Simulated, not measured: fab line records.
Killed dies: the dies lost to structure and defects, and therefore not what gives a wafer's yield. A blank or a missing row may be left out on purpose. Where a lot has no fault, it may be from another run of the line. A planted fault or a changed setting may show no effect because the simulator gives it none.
Split-lot trial :: flow n5-finfet :: 39 wafers read across 7 lots, on a route 1938 steps long

== THE SPLIT ==
At N5_ZERO_LAYER_DEVELOP_10 (develop time 60 s), the setting develop-time-s was moved away from the recipe's 60 s on 9 of the 39 wafers read, by -56.6% to +33.4%. This setting was run at the recipe's value on the other wafers.

== FROM THE SPLIT TO THE READING: what the file shows between them, 1 step ==
- N5_ZERO_LAYER_HARDBAKE_23: time 120 s

== THE READING ==
cd-nm, in nm, at N5_ZERO_LAYER_CD_MEAS_11 (target cd 2000 nm). A value of 1999.9 nm with a standard deviation of 2.8 nm is what fault-free wafers of this fab line usually give.

wafer: L074.1
tool, chamber at the split: litho-track-05, 0
develop-time-s as run, s: 60
against the recipe: recipe
cd-nm, nm: 2005.7
against lot-mates on the recipe: -

wafer: L074.2
tool, chamber at the split: litho-track-05, 0
develop-time-s as run, s: 60
against the recipe: recipe
cd-nm, nm: 2001.5
against lot-mates on the recipe: -

wafer: L074.6
tool, chamber at the split: litho-track-05, 0
develop-time-s as run, s: 60
against the recipe: recipe
cd-nm, nm: 2002.0
against lot-mates on the recipe: -

wafer: L075.1
tool, chamber at the split: litho-track-05, 0
develop-time-s as run, s: 60
against the recipe: recipe
cd-nm, nm: 2001.6
against lot-mates on the recipe: -

wafer: L075.2
tool, chamber at the split: litho-track-05, 0
develop-time-s as run, s: 60
against the recipe: recipe
cd-nm, nm: 2000.1
against lot-mates on the recipe: -

wafer: L075.3
tool, chamber at the split: litho-track-05, 0
develop-time-s as run, s: 26.01
against the recipe: -56.6%
cd-nm, nm: 1984.9
against lot-mates on the recipe: -16.3

wafer: L075.4
tool, chamber at the split: litho-track-05, 0
develop-time-s as run, s: 26.01
against the recipe: -56.6%
cd-nm, nm: 1979.4
against lot-mates on the recipe: -21.8

wafer: L075.5
tool, chamber at the split: litho-track-05, 0
develop-time-s as run, s: 26.01
against the recipe: -56.6%
cd-nm, nm: 1979.1
against lot-mates on the recipe: -22.1

wafer: L075.6
tool, chamber at the split: litho-track-05, 0
develop-time-s as run, s: 60
against the recipe: recipe
cd-nm, nm: 2001.8
against lot-mates on the recipe: -

wafer: L080.1
tool, chamber at the split: litho-track-05, 0
develop-time-s as run, s: 60
against the recipe: recipe
cd-nm, nm: 2002.3
against lot-mates on the recipe: -

wafer: L080.2
tool, chamber at the split: litho-track-05, 0
develop-time-s as run, s: 60
against the recipe: recipe
cd-nm, nm: 2000.2
against lot-mates on the recipe: -

wafer: L080.3
tool, chamber at the split: litho-track-05, 0
develop-time-s as run, s: 60
against the recipe: recipe
cd-nm, nm: 2004.1
against lot-mates on the recipe: -

wafer: L080.4
tool, chamber at the split: litho-track-05, 0
develop-time-s as run, s: 60
against the recipe: recipe
cd-nm, nm: 1996.1
against lot-mates on the recipe: -

wafer: L080.5
tool, chamber at the split: litho-track-05, 0
develop-time-s as run, s: 60
against the recipe: recipe
cd-nm, nm: 1998.3
against lot-mates on the recipe: -

wafer: L080.6
tool, chamber at the split: litho-track-05, 0
develop-time-s as run, s: 60
against the recipe: recipe
cd-nm, nm: 2001.6
against lot-mates on the recipe: -

wafer: L084.1
tool, chamber at the split: litho-track-03, 0
develop-time-s as run, s: 60
against the recipe: recipe
cd-nm, nm: 1997.9
against lot-mates on the recipe: -

wafer: L084.2
tool, chamber at the split: litho-track-03, 0
develop-time-s as run, s: 60
against the recipe: recipe
cd-nm, nm: 1996.1
against lot-mates on the recipe: -

wafer: L084.3
tool, chamber at the split: litho-track-03, 0
develop-time-s as run, s: 60
against the recipe: recipe
cd-nm, nm: 1999.0
against lot-mates on the recipe: -

wafer: L084.4
tool, chamber at the split: litho-track-03, 0
develop-time-s as run, s: 60
against the recipe: recipe
cd-nm, nm: 2003.7
against lot-mates on the recipe: -

wafer: L084.5
tool, chamber at the split: litho-track-03, 0
develop-time-s as run, s: 60
against the recipe: recipe
cd-nm, nm: 2002.1
against lot-mates on the recipe: -

wafer: L084.6
tool, chamber at the split: litho-track-03, 0
develop-time-s as run, s: 60
against the recipe: recipe
cd-nm, nm: 2001.6
against lot-mates on the recipe: -

wafer: L086.1
tool, chamber at the split: litho-track-05, 0
develop-time-s as run, s: 60
against the recipe: recipe
cd-nm, nm: 1999.3
against lot-mates on the recipe: -

wafer: L086.2
tool, chamber at the split: litho-track-05, 0
develop-time-s as run, s: 60
against the recipe: recipe
cd-nm, nm: 2001.6
against lot-mates on the recipe: -

wafer: L086.3
tool, chamber at the split: litho-track-05, 0
develop-time-s as run, s: 60
against the recipe: recipe
cd-nm, nm: 1999.4
against lot-mates on the recipe: -

wafer: L086.4
tool, chamber at the split: litho-track-05, 0
develop-time-s as run, s: 60
against the recipe: recipe
cd-nm, nm: 2002.3
against lot-mates on the recipe: -

wafer: L086.5
tool, chamber at the split: litho-track-05, 0
develop-time-s as run, s: 60
against the recipe: recipe
cd-nm, nm: 2002.2
against lot-mates on the recipe: -

wafer: L086.6
tool, chamber at the split: litho-track-05, 0
develop-time-s as run, s: 60
against the recipe: recipe
cd-nm, nm: 2002.1
against lot-mates on the recipe: -

wafer: L088.1
tool, chamber at the split: litho-track-03, 0
develop-time-s as run, s: 80.03
against the recipe: +33.4%
cd-nm, nm: 2005.9
against lot-mates on the recipe: +7.7

wafer: L088.2
tool, chamber at the split: litho-track-03, 0
develop-time-s as run, s: 60
against the recipe: recipe
cd-nm, nm: 2000.3
against lot-mates on the recipe: -

wafer: L088.3
tool, chamber at the split: litho-track-03, 0
develop-time-s as run, s: 80.03
against the recipe: +33.4%
cd-nm, nm: 2008.1
against lot-mates on the recipe: +9.9

wafer: L088.4
tool, chamber at the split: litho-track-03, 0
develop-time-s as run, s: 60
against the recipe: recipe
cd-nm, nm: 1996.9
against lot-mates on the recipe: -

wafer: L088.5
tool, chamber at the split: litho-track-03, 0
develop-time-s as run, s: 60
against the recipe: recipe
cd-nm, nm: 1997.4
against lot-mates on the recipe: -

wafer: L088.6
tool, chamber at the split: litho-track-03, 0
develop-time-s as run, s: 80.03
against the recipe: +33.4%
cd-nm, nm: 2000.8
against lot-mates on the recipe: +2.6

wafer: L090.1
tool, chamber at the split: litho-track-05, 0
develop-time-s as run, s: 60
against the recipe: recipe
cd-nm, nm: 2001.6
against lot-mates on the recipe: -

wafer: L090.2
tool, chamber at the split: litho-track-05, 0
develop-time-s as run, s: 49.56
against the recipe: -17.4%
cd-nm, nm: 1992.7
against lot-mates on the recipe: -7.2

wafer: L090.3
tool, chamber at the split: litho-track-05, 0
develop-time-s as run, s: 60
against the recipe: recipe
cd-nm, nm: 1997.4
against lot-mates on the recipe: -

wafer: L090.4
tool, chamber at the split: litho-track-05, 0
develop-time-s as run, s: 60
against the recipe: recipe
cd-nm, nm: 2000.7
against lot-mates on the recipe: -

wafer: L090.5
tool, chamber at the split: litho-track-05, 0
develop-time-s as run, s: 49.56
against the recipe: -17.4%
cd-nm, nm: 1993.6
against lot-mates on the recipe: -6.3

wafer: L090.6
tool, chamber at the split: litho-track-05, 0
develop-time-s as run, s: 49.56
against the recipe: -17.4%
cd-nm, nm: 1996.3
against lot-mates on the recipe: -3.6

FIT RESULTS
A straight line over all 39 wafers: cd-nm changes by +0.287 nm for each +1% of develop-time-s; r = +0.88; the points scatter about the line by 2.9 nm.
The same after taking each lot's own level away (the mean of its wafers on the recipe; 39 wafers): +0.311 nm for each +1%; r = +0.92; scatter 2.5 nm.
Per that fit: largest develop-time-s move, reading shift of 18 nm.
Measured against the standard deviation above, the lots' own levels, which go from 1998.20 to 2003.07 nm, span 1.7 times it.
Consequently the slope shifts little with the lot-to-lot level, the two slopes agreeing.
Check: -18.7 nm against its lot-mates is what the line predicts for one of the wafers moved furthest among these (-56.6%) when that wafer is left out of the fit. Against them it came out at -16.3 nm.

== THE WHOLE CHAIN: every reading that the file lists as answering this split, in the file's order ==
step: N5_ZERO_LAYER_CD_MEAS_11
what it does: target cd 2000 nm
reading: cd-nm
change (the file's fit): +0.316 nm for each +1% of the setting
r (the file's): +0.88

step: N5_ZERO_LAYER_DESCUM_16
what it does: chemistry O2, time 7.9 s
reading: ZERO_LAYER.cd-nm (the simulator's own value, which no gauge read)
change (the file's fit): +0.319 nm for each +1% of the setting
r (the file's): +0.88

== THE FILE'S OWN FIT ==
cd-nm changes by +0.316 nm for each +1% of develop-time-s, r = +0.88.
